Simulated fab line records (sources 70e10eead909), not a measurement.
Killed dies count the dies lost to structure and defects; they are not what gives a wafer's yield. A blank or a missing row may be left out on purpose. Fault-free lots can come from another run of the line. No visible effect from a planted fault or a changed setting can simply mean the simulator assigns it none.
fab line records	flow nand-harc
[record] lots = 6	wafers = 18	last-day = 34
route steps=1302 shown P_M2@321 P_BONDPAD@351 A_BLC@1120
lots that met no fault: taken from a fault-free run of the same line
start-h: the number of hours between the record's first day and the start of the first shown wafer of the lot	wait-h: time in hours since the lot's previous step	" identical to the entry in the row above	L1.1+2: one row covering several wafers at once	- no value, or no start given	* or withheld: withheld	< > ~ a bound
route shown NAME@n: NAME is a module with steps in the file, n the number in the route of the first one	usual: mean and standard deviation over wafers with no fault	same: alike in all rows	chamber/n: place in a boat	sites: the reading at each site	_std_site: the standard deviation of these	_edge_site: outer sites' mean less inner sites'	radius-mm: for every site, how far away it sits from the centre of the wafer	mask NAME#n: copy n	behind: tool/chamber where the wafer was last shaped	hold: why the lot was held/for how many hours/how that ended	device: the n, p or np transistor that did not switch	end of line: tests run on the same wafers once the route is complete	where a step has no rows: the recipe by itself	killed: count of dies lost to structure and defects at first sort (not the wafer's yield)	map: per-die view of a wafer (x killed, . not killed, _ where there is no die)
set.NAME: setting as actually run; set.NAME@STEP: the setting as run at that earlier step	model.NAME: the simulator's own value behind a step, which no gauge read
certain route steps with their lots: each step a table, each wafer a row
services: from which hour (start-h, from the record's first day; less than 0 if before it) a tool's chamber was out of use, for how many hours, and why
[[steps]]
[step NHARC_P_M2_COAT_34]
[recipe] temp-c = 200	time-s = 65
[step NHARC_P_M2_COAT_03]
[recipe] spin-rpm = 1500	resist-thk-nm = 90
[step NHARC_P_M2_SOFTBAKE_04]
[recipe] temp-c = 105	time-s = 55
[step NHARC_P_M2_EBR_05]
[step NHARC_P_M2_EXPOSE_06]
[recipe] na = 1.35	target-cd-nm = 170	dose-mj = 80.78	mask-id = P_M2
[step NHARC_P_M2_PEB_07]
[recipe] peb-temp-c = 100	peb-time-s = 65
[step NHARC_P_M2_DEVELOP_08]
[recipe] develop-time-s = 35	dev-temp-c = 23
[step NHARC_P_M2_CD_MEAS_09]
[recipe] target-cd-nm = 170	landing-energy-ev = 500
[usual] cd-nm = 170.2/0.47
lot.wafer	tool	chamber	start-h	wait-h	cd-nm
L514.2	cd-sem-02	0	147.13	-	170.4
L514.5	"	0	"	"	170.4
L514.6	"	0	"	"	170.3
L519.1	cd-sem-03	0	203.22	-	169.3
L519.3	"	0	"	"	169.9
L519.5	"	0	"	"	170.2
L527.2	cd-sem-01	0	284.25	-	170.0
L527.4	"	0	"	"	170.0
L527.5	"	0	"	"	169.4
L529.2	cd-sem-01	0	300.18	-	170.2
L529.3	"	0	"	"	170.7
L529.5	"	0	"	"	170.3
L534.1	cd-sem-01	0	350.97	-	170.0
L534.3	"	0	"	"	171.0
L534.5	"	0	"	"	170.4
L535.1	cd-sem-01	0	362.04	-	169.7
L535.2	"	0	"	"	169.6
L535.3	"	0	"	"	170.0
[step NHARC_P_M2_OVL_MEAS_10]
[recipe] pitch-nm = 340
[usual] overlay-x-nm = 0.2/0.86	overlay-y-nm = 0.1/0.91
lot.wafer	tool	chamber	start-h	wait-h	overlay-x-nm	overlay-y-nm
L514.2	overlay-01	-	147.21	-	-0.3	0.8
L514.5	"	-	"	"	0.0	0.7
L514.6	"	-	"	"	-0.4	0.9
L519.1	overlay-02	-	203.31	-	1.4	-0.5
L519.3	"	-	"	"	0.5	-0.3
L519.5	"	-	"	"	0.5	-0.5
L527.2	overlay-01	-	284.33	-	-1.1	0.7
L527.4	"	-	"	"	-1.2	1.4
L527.5	"	-	"	"	-1.9	0.5
L529.2	overlay-01	-	300.27	-	-0.2	-1.2
L529.3	"	-	"	"	-0.5	-1.5
L529.5	"	-	"	"	-0.8	-1.5
L534.1	overlay-02	-	351.06	-	0.6	-1.4
L534.3	"	-	"	"	0.0	-1.0
L534.5	"	-	"	"	-0.2	-0.7
L535.1	overlay-01	-	362.13	-	0.8	-0.4
L535.2	"	-	"	"	1.3	-0.1
L535.3	"	-	"	"	0.8	-0.1
[step NHARC_P_M2_INSPECT_11]
[usual] raw-defect-count = 4.5/2.8
lot.wafer	tool	chamber	start-h	wait-h	raw-defect-count
L514.2	defect-inspect-02	-	147.25	0.0	1
L514.5	"	-	"	"	3
L514.6	"	-	"	"	1
L519.1	defect-inspect-01	-	203.35	0.0	3
L519.3	"	-	"	"	3
L519.5	"	-	"	"	5
L527.2	defect-inspect-02	-	284.37	0.0	6
L527.4	"	-	"	"	8
L527.5	"	-	"	"	5
L529.2	defect-inspect-01	-	300.30	0.0	2
L529.3	"	-	"	"	5
L529.5	"	-	"	"	5
L534.1	defect-inspect-01	-	351.10	0.0	3
L534.3	"	-	"	"	1
L534.5	"	-	"	"	3
L535.1	defect-inspect-02	-	362.16	0.0	8
L535.2	"	-	"	"	8
L535.3	"	-	"	"	5
[step NHARC_P_M2_DESCUM_14]
[recipe] time-s = 3	o2-flow-sccm = 200	ar-flow-sccm = 0	bias-power-w = 0	chemistry = O2
[usual] drypump-motor-current-A = 5.8/0.41	oes-product-au = 1.000/0.0074	rf-vpp-V = 57.7/0.86	showerhead-plenum-p-Torr = 1.87/0.046	throttle-valve-pct = 11.310/0.0091
lot.wafer	tool	chamber	start-h	wait-h	drypump-motor-current-A	oes-product-au	rf-hours-counter-h	rf-vpp-V	showerhead-plenum-p-Torr	throttle-valve-pct
L514.2	rie-diel-10	1	147.33	0.1	5.6	0.991	3.4	57.2	1.85	11.317
L514.5	"	3	"	"	6.2	1.000	-	58.8	1.86	11.314
L514.6	"	0	"	"	6.1	1.017	-	57.7	1.89	11.308
L519.3	rie-diel-02	2	203.41	0.1	5.8	1.016	11.2	56.5	1.80	11.304
L519.1	"	0	"	"	6.3	0.998	12.2	58.0	1.89	11.301
L519.5	"	3	"	"	5.6	0.998	-	56.3	1.89	11.314
L527.4	rie-diel-02	2	284.43	0.1	5.8	1.009	1.8	57.2	1.80	11.314
L527.2	"	1	"	"	5.6	1.006	2.0	57.9	1.81	11.315
L527.5	"	3	"	"	5.6	0.997	-	58.3	1.89	11.303
L529.3	rie-diel-02	2	300.37	0.1	5.8	0.991	3.5	57.8	1.80	11.308
L529.2	"	0	"	"	6.3	0.995	3.1	57.2	1.89	11.307
L529.5	"	2	"	"	5.8	0.999	-	57.6	1.80	11.322
L534.1	rie-diel-11	0	351.16	0.1	6.4	0.999	4.0	59.4	2.00	11.298
L534.3	"	3	"	"	4.7	0.998	5.4	58.8	1.94	11.307
L534.5	"	0	"	"	6.4	1.005	-	57.2	2.00	11.330
L535.2	rie-diel-10	0	362.22	0.1	6.1	1.009	5.9	58.7	1.88	11.300
L535.1	"	1	"	"	5.7	1.002	6.1	56.7	1.84	11.312
L535.3	"	3	"	"	6.2	0.990	5.6	58.1	1.85	11.319
[step NHARC_P_M2_ETCH_35]
[recipe] target-depth-a = 400	overetch-a = 120	time-s = 43.94	ion-energy-ev = 200	n2-flow-sccm = 150	h2-flow-sccm = 150	ar-flow-sccm = 0	rf-w = 400	bias-w = 150	chemistry = N2/H2
[step NHARC_P_M2_ETCH_15]
[recipe] target-depth-a = 1825	time-s = 91.2	c4f8-flow-sccm = withheld	ar-flow-sccm = 400	rf-w = 600	bias-w = 300	chemistry = C4F8/Ar
[usual] oes-product-au = 0.946/0.022	rf-vpp-V = 439.5/1.6
lot.wafer	tool	chamber	start-h	wait-h	oes-product-au	rf-hours-counter-h	rf-vpp-V
L514.2	rie-diel-10	0	147.50	-	0.972	3.7	439.3
L514.5	"	2	"	"	0.980	-	441.6
L514.6	"	3	"	"	0.966	-	438.1
L519.1	rie-diel-02	3	203.59	-	0.923	10.7	438.9
L519.3	"	0	"	"	0.923	12.2	440.1
L519.5	"	2	"	"	0.942	-	438.9
L527.2	rie-diel-02	2	284.61	-	0.923	1.9	436.1
L527.4	"	3	"	"	0.924	1.5	440.0
L527.5	"	2	"	"	0.844	-	437.3
L529.2	rie-diel-02	0	300.55	-	0.928	3.1	439.6
L529.3	"	1	"	"	0.857	4.0	437.8
L529.5	"	2	"	"	0.854	-	437.3
L534.3	rie-diel-11	1	351.33	-	0.925	4.8	439.8
L534.1	"	0	"	"	0.934	4.0	444.0
L534.5	"	1	"	"	0.926	-	439.2
L535.2	rie-diel-10	3	362.39	-	0.918	5.6	438.9
L535.1	"	0	"	"	0.933	5.9	438.3
L535.3	"	2	"	"	0.928	5.8	441.1
[step NHARC_P_M2_CD_MEAS_16]
[usual] cd-nm = 170.1/0.51
lot.wafer	tool	chamber	start-h	wait-h	cd-nm
L514.2	cd-sem-03	-	147.62	-	170.4
L514.5	"	-	"	"	170.3
L514.6	"	-	"	"	170.4
L519.1	cd-sem-01	-	203.71	-	170.0
L519.3	"	-	"	"	169.9
L519.5	"	-	"	"	170.5
L527.2	cd-sem-03	-	284.74	-	169.5
L527.4	"	-	"	"	170.1
L527.5	"	-	"	"	169.5
L529.2	cd-sem-03	-	300.67	-	169.8
L529.3	"	-	"	"	170.3
L529.5	"	-	"	"	169.7
L534.1	cd-sem-02	-	351.47	-	169.9
L534.3	"	-	"	"	170.5
L534.5	"	-	"	"	170.9
L535.1	cd-sem-03	-	362.53	-	169.6
L535.2	"	-	"	"	170.1
L535.3	"	-	"	"	169.3
[step NHARC_P_M2_STRIP_18]
[recipe] power-w = 1000	n2-flow-sccm = 150	h2-flow-sccm = 150	ar-flow-sccm = 0	bias-w = 0	chemistry = N2/H2
[step NHARC_P_M2_ETCH_28]
[recipe] target-depth-a = 300	over-etch-frac = 0.3	time-s = 72.99	ion-energy-ev = 150	cf4-flow-sccm = 50	n2-flow-sccm = 100	ar-flow-sccm = 150	rf-w = 300	bias-w = 100	chemistry = CF4/N2
[usual] drypump-motor-current-A = 5.8/0.47	oes-product-au = 0.997/0.007	rf-vpp-V = 313.3/1.5	showerhead-plenum-p-Torr = 2.58/0.064	throttle-valve-pct = 19.794/0.0087
lot.wafer	tool	chamber	start-h	wait-h	drypump-motor-current-A	oes-product-au	rf-hours-counter-h	rf-vpp-V	showerhead-plenum-p-Torr	throttle-valve-pct
L514.2	rie-diel-02	1	-	-	5.6	0.980	6.7	309.8	2.50	19.794
L514.6	"	1	"	"	5.6	0.991	-	309.4	2.50	19.793
L514.5	"	2	"	"	5.8	1.002	-	311.7	2.48	19.792
L519.1	rie-diel-02	2	-	-	5.8	1.005	11.4	311.1	2.47	19.785
L519.3	"	3	"	"	5.6	0.992	10.8	314.4	2.60	19.803
L519.5	"	0	"	"	6.3	0.985	-	314.1	2.60	19.790
L527.2	rie-diel-11	2	-	-	6.1	0.991	1.5	312.4	2.59	19.798
L527.4	"	1	"	"	5.7	1.001	-	313.7	2.57	19.791
L527.5	"	2	"	"	6.1	0.995	-	314.5	2.59	19.795
L529.3	rie-diel-10	2	-	-	5.1	1.002	2.8	313.9	2.61	19.818
L529.2	"	0	"	"	6.0	0.997	2.5	313.0	2.59	19.779
L529.5	"	2	"	"	5.1	0.998	-	314.0	2.60	19.793
L534.1	rie-diel-10	2	-	-	5.1	0.996	5.0	313.0	2.60	19.787
L534.3	"	0	"	"	6.0	0.998	5.0	313.9	2.59	19.777
L534.5	"	2	"	"	5.1	1.006	-	315.1	2.60	19.800
L535.1	rie-diel-11	1	-	-	5.7	1.005	5.0	312.3	2.57	19.789
L535.3	"	2	"	"	6.2	0.999	5.2	315.3	2.59	19.808
L535.2	"	3	"	"	4.7	1.003	5.6	314.3	2.66	19.806
[step NHARC_P_M2_STRIP_19]
[recipe] time-s = 600	temp-c = 30	chemistry = post-etch-residue-remover
[step NHARC_P_M2_DEGAS_29]
[recipe] temp-c = 250	time-s = 60
[step NHARC_P_M2_PRE_CLEAN_30]
[recipe] time-s = 30	temp-c = 280	gas = H2/He
[step NHARC_P_M2_PVD_20]
[recipe] target-thk-a = 50	bias-v = 168.6	power-w = 15000	chamber-pressure-pa = 0.12	time-s = 8.06	substrate-temp-c = 50	material = TaN
[step NHARC_P_M2_PVD_21]
[recipe] target-thk-a = 300	chamber-pressure-pa = 5	power-w = 5000	substrate-temp-c = 30	time-s = 20.49	material = Cu
[usual] cathode-dc-power-W = 5000.0/0.86	chamber-pressure-pa = 4.997/0.0097	throttle-valve-pct = 29.8/1.4
lot.wafer	tool	chamber	start-h	wait-h	cathode-dc-power-W	chamber-pressure-pa	throttle-valve-pct
L514.2	pvd-sputter-03	-	-	-	4999.0	5.003	32.8
L514.6	"	-	"	"	5000.9	5.006	32.6
L514.5	"	-	"	"	5000.1	4.977	30.2
L519.3	pvd-sputter-03	-	-	-	5000.2	5.006	29.5
L519.1	"	-	"	"	5001.0	4.972	31.9
L519.5	"	-	"	"	5000.7	5.019	30.7
L527.2	pvd-sputter-01	-	-	-	4998.3	4.984	29.9
L527.4	"	-	"	"	4999.0	5.006	28.0
L527.5	"	-	"	"	4999.4	5.001	28.1
L529.3	pvd-sputter-03	-	-	-	5000.2	5.004	29.3
L529.2	"	-	"	"	4999.1	4.985	30.1
L529.5	"	-	"	"	4999.9	4.992	29.1
L534.3	pvd-sputter-01	-	-	-	4999.9	4.993	30.0
L534.1	"	-	"	"	4999.4	5.000	28.1
L534.5	"	-	"	"	4999.0	5.005	29.5
L535.2	pvd-sputter-02	-	-	-	4999.7	4.992	27.8
L535.3	"	-	"	"	5000.3	5.000	31.5
L535.1	"	-	"	"	5000.8	5.008	31.0
[step NHARC_P_M2_ECD_22]
[recipe] target-thk-a = 4000	bath-temp-c = 25	material = Cu
[step NHARC_P_M2_ANNEAL_31]
[recipe] temp-c = 225	time-s = 90
[usual] wafer_temp_C_max = 225.70/0.3
lot.wafer	tool	chamber	start-h	wait-h	wafer_temp_C_max
L514.2	rtp-anneal-02	0	149.12	-	225.40
L514.5	"	0	"	"	225.82
L514.6	"	0	"	"	225.44
L519.1	rtp-anneal-01	0	205.16	-	225.97
L519.3	"	0	"	"	226.05
L519.5	"	0	"	"	225.89
L527.2	rtp-anneal-01	0	286.31	0.4	225.66
L527.4	"	0	"	"	225.86
L527.5	"	0	"	"	225.83
L529.2	rtp-anneal-02	0	302.17	0.3	225.35
L529.3	"	0	"	"	225.52
L529.5	"	0	"	"	225.35
L534.1	rtp-anneal-02	0	352.92	-	225.33
L534.3	"	0	"	"	225.31
L534.5	"	0	"	"	225.39
L535.1	rtp-anneal-02	0	363.98	0.3	225.24
L535.2	"	0	"	"	225.29
L535.3	"	0	"	"	225.40
[step NHARC_P_M2_CMP_23]
[recipe] t-overpolish-s = 20	target-thk-nm = 144.3
[step NHARC_P_M2_THK_MEAS_24]
[recipe] thk-meas-gauge = xrf
[usual] thk-nm = 144.3/1.5
lot.wafer	tool	chamber	start-h	wait-h	thk-nm
L514.2	film-metro-02	-	149.76	-	146.0
L514.5	"	-	"	"	143.9
L514.6	"	-	"	"	144.0
L519.1	film-metro-02	-	205.82	-	143.4
L519.3	"	-	"	"	145.7
L519.5	"	-	"	"	144.1
L527.2	film-metro-02	-	286.92	-	145.2
L527.4	"	-	"	"	144.0
L527.5	"	-	"	"	144.2
L529.2	film-metro-01	-	302.78	-	142.8
L529.3	"	-	"	"	142.7
L529.5	"	-	"	"	145.7
L534.1	film-metro-02	-	353.58	-	146.4
L534.3	"	-	"	"	147.6
L534.5	"	-	"	"	146.1
L535.1	film-metro-02	-	364.64	-	145.8
L535.2	"	-	"	"	144.5
L535.3	"	-	"	"	145.5
[step NHARC_P_M2_SRD_25]
[step NHARC_P_M2_INSPECT_27]
[usual] raw-defect-count = 333/140
lot.wafer	tool	chamber	start-h	wait-h	raw-defect-count
L514.2	defect-inspect-02	-	149.91	0.0	187
L514.5	"	-	"	"	281
L514.6	"	-	"	"	160
L519.1	defect-inspect-02	-	205.98	0.0	248
L519.3	"	-	"	"	274
L519.5	"	-	"	"	229
L527.2	defect-inspect-01	-	287.08	0.0	224
L527.4	"	-	"	"	175
L527.5	"	-	"	"	179
L529.2	defect-inspect-01	-	302.94	0.0	164
L529.3	"	-	"	"	190
L529.5	"	-	"	"	243
L534.1	defect-inspect-01	-	353.73	0.0	476
L534.3	"	-	"	"	248
L534.5	"	-	"	"	309
L535.1	defect-inspect-01	-	364.80	0.0	397
L535.2	"	-	"	"	402
L535.3	"	-	"	"	397
[step NHARC_P_M2_PRE_CLEAN_32]
[recipe] time-s = 12	temp-c = 370	rf-power-w = 300	gas = NH3
[usual] heater-power-w = 652/71
lot.wafer	tool	chamber	start-h	wait-h	heater-power-w
L514.2	pecvd-03	0	149.98	0.1	770
L514.6	"	0	"	"	758
L514.5	"	2	"	"	596
L519.3	pecvd-01	1	206.06	0.1	580
L519.1	"	2	"	"	620
L519.5	"	2	"	"	618
L527.2	pecvd-02	1	287.16	0.1	662
L527.5	"	0	"	"	625
L527.4	"	2	"	"	597
L529.3	pecvd-01	1	303.00	0.1	642
L529.2	"	2	"	"	585
L529.5	"	1	"	"	633
L534.1	pecvd-03	0	353.80	0.1	742
L534.3	"	2	"	"	725
L534.5	"	2	"	"	725
L535.3	pecvd-02	2	364.87	0.1	522
L535.2	"	0	"	"	608
L535.1	"	1	"	"	682
[step NHARC_P_M2_DEP_33]
[recipe] target-thk-a = 300	temp-c = 370	target-thk-nm = 30	pressure-torr = 3	flow-sccm = 200	rf-w = 450	material = SiCN
[step NHARC_P_BONDPAD_DEP_00]
[recipe] target-thk-a = 2500	temp-c = 370	target-thk-nm = 250	pressure-torr = 3	flow-sccm = 200	rf-w = 450	material = SiCN
[step NHARC_P_BONDPAD_CMP_32]
[recipe] target-thk-nm = 200	material = SiCN
[step NHARC_P_BONDPAD_THK_MEAS_33]
[recipe] thk-meas-gauge = ellipsometry
[usual] thk-nm = 199.8/1.6
lot.wafer	tool	chamber	start-h	wait-h	thk-nm
L514.2	film-metro-02	-	151.13	0.2	202.3
L514.5	"	-	"	"	200.5
L514.6	"	-	"	"	200.3
L519.1	film-metro-02	-	207.20	0.2	198.5
L519.3	"	-	"	"	199.8
L519.5	"	-	"	"	200.8
L527.2	film-metro-02	-	288.29	0.2	195.3
L527.4	"	-	"	"	197.8
L527.5	"	-	"	"	200.9
L529.2	film-metro-02	-	304.15	0.2	198.2
L529.3	"	-	"	"	201.1
L529.5	"	-	"	"	198.0
L534.1	film-metro-01	-	354.96	0.2	201.5
L534.3	"	-	"	"	201.5
L534.5	"	-	"	"	200.6
L535.1	film-metro-02	-	366.02	0.2	201.0
L535.2	"	-	"	"	200.7
L535.3	"	-	"	"	199.8
[step NHARC_P_BONDPAD_SRD_34]
[step NHARC_P_BONDPAD_DEHYDRATE_01]
[recipe] temp-c = 150	time-s = 120
[step NHARC_P_BONDPAD_HMDS_02]
[recipe] time-s = 30
[step NHARC_P_BONDPAD_COAT_36]
[recipe] temp-c = 200	time-s = 65
[step NHARC_P_BONDPAD_COAT_03]
[recipe] spin-rpm = 2000	resist-thk-nm = 600
[step NHARC_P_BONDPAD_SOFTBAKE_04]
[recipe] temp-c = 125	time-s = 70
[step NHARC_P_BONDPAD_EBR_05]
[step NHARC_P_BONDPAD_EXPOSE_06]
[recipe] na = 0.55	dose-mj = 37.06	mask-id = P_BPAD
[step NHARC_P_BONDPAD_PEB_07]
[recipe] peb-temp-c = 128	peb-time-s = 80
[step NHARC_A_BLC_DESCUM_15]
[recipe] time-s = 3	o2-flow-sccm = 200	ar-flow-sccm = 0	bias-power-w = 0	chemistry = O2
[usual] drypump-motor-current-A = 5.67/0.27	oes-product-au = 1.002/0.0068	rf-vpp-V = 57.8/0.96	showerhead-plenum-p-Torr = 1.91/0.084	throttle-valve-pct = 11.312/0.0093
lot.wafer	tool	chamber	start-h	wait-h	drypump-motor-current-A	oes-product-au	rf-hours-counter-h	rf-vpp-V	showerhead-plenum-p-Torr	throttle-valve-pct	model.A_BLC.cd-nm
L514.2	rie-diel-04	1	542.20	0.1	5.42	1.005	0	57.4	1.82	11.304	100.6
L514.5	"	3	"	"	5.31	1.019	-	57.8	1.98	11.304	101.1
L514.6	"	0	"	"	5.90	1.000	-	58.1	1.86	11.318	101.2
L519.3	rie-diel-04	3	589.65	0.1	5.32	1.010	5	57.1	1.97	11.306	99.7
L519.1	"	0	"	"	5.92	1.008	5	58.4	1.86	11.317	99.69
L519.5	"	0	"	"	5.94	1.003	-	57.9	1.86	11.321	99.83
L527.2	rie-diel-04	3	669.84	0.1	5.33	1.000	13	58.6	1.97	11.313	100
L527.4	"	0	"	"	5.91	0.998	12	59.4	1.85	11.325	99.78
L527.5	"	0	"	"	5.93	1.005	-	58.0	1.85	11.325	99.39
L529.3	rie-diel-12	2	678.48	0.1	5.21	1.005	9	59.2	1.85	11.308	104.9
L529.2	"	3	"	"	5.49	0.992	10	57.8	1.84	11.327	105
L529.5	"	2	"	"	5.20	1.011	-	55.6	1.85	11.310	105.1
L534.1	rie-diel-04	1	733.45	0.1	5.38	0.996	1	57.8	1.81	11.314	100.3
L534.3	"	2	"	"	5.65	0.998	1	58.8	1.92	11.298	99.69
L534.5	"	2	"	"	5.65	0.991	-	57.0	1.92	11.325	99.99
L535.2	rie-diel-04	3	768.75	0.1	5.33	1.010	4	57.9	1.97	11.318	100.6
L535.1	"	1	"	"	5.35	0.997	4	59.1	1.81	11.332	100.2
L535.3	"	2	"	"	5.68	0.994	4	58.4	1.92	11.322	100.8
[step NHARC_A_BLC_ETCH_18]
[recipe] target-depth-a = 9100	c4f8-flow-sccm = 20	o2-flow-sccm = 10	ar-flow-sccm = withheld	rf-w = 600	bias-w = 1500	chemistry = C4F8/O2/Ar
[usual] oes-product-au = 0.957/0.024	rf-vpp-V = 978/5.9
lot.wafer	tool	chamber	start-h	wait-h	oes-product-au	rf-hours-counter-h	rf-vpp-V	model.A_BLC.cd-nm
L514.2	rie-diel-04	2	-	-	0.974	0	977	101.5
L514.6	"	2	"	"	0.965	-	978	101
L514.5	"	3	"	"	0.965	-	982	100.5
L519.1	rie-diel-13	3	590.72	-	1.000	6	977	97.81
L519.3	"	1	"	"	0.996	5	984	100.4
L519.5	"	3	"	"	1.014	-	977	98.6
L527.2	rie-diel-04	1	-	-	0.932	13	973	101.4
L527.4	"	0	"	"	0.922	12	975	99.66
L527.5	"	2	"	"	0.929	-	979	101.6
L529.2	rie-diel-12	0	-	-	0.976	11	975	101.8
L529.3	"	2	"	"	0.963	9	973	104.7
L529.5	"	3	"	"	0.973	-	973	103.8
L534.1	rie-diel-04	1	-	-	0.978	2	970	100
L534.3	"	3	"	"	0.987	2	981	100.3
L534.5	"	0	"	"	0.992	-	974	99.33
L535.3	rie-diel-04	0	-	-	0.926	3	974	102.9
L535.1	"	2	"	"	0.920	5	980	101.5
L535.2	"	3	"	"	0.932	5	980	100.2
[[services]]
tool	chamber	start-h	hours	kind
rie-diel-04	-	129.06	0.9	repair
rie-diel-04	0	144.04	2.7	repair
rie-diel-04	3	146.45	7.3	repair
rie-diel-02	3	152.18	4.7	repair
rie-diel-04	-	178.27	9.0	pm
rie-diel-02	-	180.23	0.7	repair
rie-diel-02	3	195.65	4.1	repair
rie-diel-04	0	211.86	3.5	repair
rie-diel-04	1	213.69	22.4	repair
rie-diel-02	-	216.70	9.0	pm
rie-diel-04	2	306.28	4.5	repair
rie-diel-02	-	317.65	0.4	repair
rie-diel-04	-	355.27	9.0	pm
rie-diel-02	1	366.34	5.1	repair
rie-diel-02	-	366.76	2.8	repair
rie-diel-04	3	385.11	14.7	repair
rie-diel-02	-	393.70	9.0	pm
rie-diel-02	0	411.22	5.0	repair
rie-diel-04	-	532.27	9.0	pm
rie-diel-02	-	570.70	9.0	pm
rie-diel-02	3	673.97	3.8	repair
rie-diel-04	2	688.07	2.8	repair
rie-diel-04	-	709.27	9.0	pm
rie-diel-04	0	724.14	7.7	repair
[[key]]
[first-sign] step = NHARC_P_M2_ETCH_15	reading = oes-product-au	direction = down	sigmas = 4.3	usual = 0.946	struck = 0.852
effect none on later readings
[model-effect] step = NHARC_A_BLC_DESCUM_15	value = A_BLC.cd-nm	without = 100	struck = 103.1
[model-effect] step = NHARC_A_BLC_ETCH_18	value = A_BLC.cd-nm	without = 100.3	struck = 103.4
met-at NHARC_P_M2_ETCH_15
struck-wafers L527.5,L529.3,L529.5
sort-left-out L527.5,L529.3,L529.5
[loop-trim] step = NHARC_A_BLC_EXPOSE_07	setting = dose	lots = L529
onset-between 203.59 284.61
[fault] kind = process-parameter-drift	tool = rie-diel-02	chamber = -	onset-h = 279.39	steps = NHARC_P_M2_ETCH_15	channel = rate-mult	offset = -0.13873	shape = step	end-h = 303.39	scope = struck-wafers-only
// sort-left-out: the simulated sort isn't trusted on such a fault, so these wafers' sort isn't shown, and their yield isn't known
// loop-trim: a control loop set the setting to another value than it would have without faults
